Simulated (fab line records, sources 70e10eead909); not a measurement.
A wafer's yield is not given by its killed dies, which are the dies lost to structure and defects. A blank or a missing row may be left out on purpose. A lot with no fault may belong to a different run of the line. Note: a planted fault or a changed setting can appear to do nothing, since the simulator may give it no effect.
Chamber matching	flow nand harc	pecvd-01 running NHARC_P_CONTACT_DEP_30: 3 sister chambers
The step deposits SiNx, target thk 30 nm. 3 wafers are shown with their chamber, then 9 later ones without.

## WAFERS PAIRED WITH THEIR CHAMBERS
wafer	chamber	rf fwd power W (W)
L083.5	0	448.5
L084.4	2	449.6
L084.6	1	452.2

## WAFERS WITH NO CHAMBER GIVEN
wafer	rf fwd power W (W)
L085.2	450.5
L085.3	447.6
L085.6	448.5
L089.1	447.2
L089.3	448.4
L089.6	449.3
L091.1	450.4
L091.3	448.8
L091.4	448.1

## WHICH CHAMBER EACH ONE RAN IN
wafer	from the rows above	in truth
L085.2	can't be placed: 2 or 1 or 0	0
L085.3	can't be placed: 0 or 2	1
L085.6	can't be placed: 0 or 2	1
L089.1	can't be placed: 0 or 2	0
L089.3	can't be placed: 0 or 2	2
L089.6	can't be placed: 2 or 0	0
L091.1	can't be placed: 2 or 1 or 0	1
L091.3	can't be placed: 0 or 2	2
L091.4	can't be placed: 0 or 2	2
Correct placement for 0 of the 9. Can't be placed from these rows: 9 (the true chamber is among the candidates in 7). Placed wrongly: 0.
How it was worked out, from the rows above alone: a wafer's distance from a chamber is the root of the sum, over the readings, of the square of ((its reading less the chamber's mean) divided by the reading's scatter). The wafer belongs to the nearest chamber; if the next one is less than 2 further off, it can't be placed. Each chamber's mean is taken over the wafers shown for it. The scatter: with one shown wafer a chamber, the root of the mean of the squares of how far each hidden wafer lies from its nearest shown one.
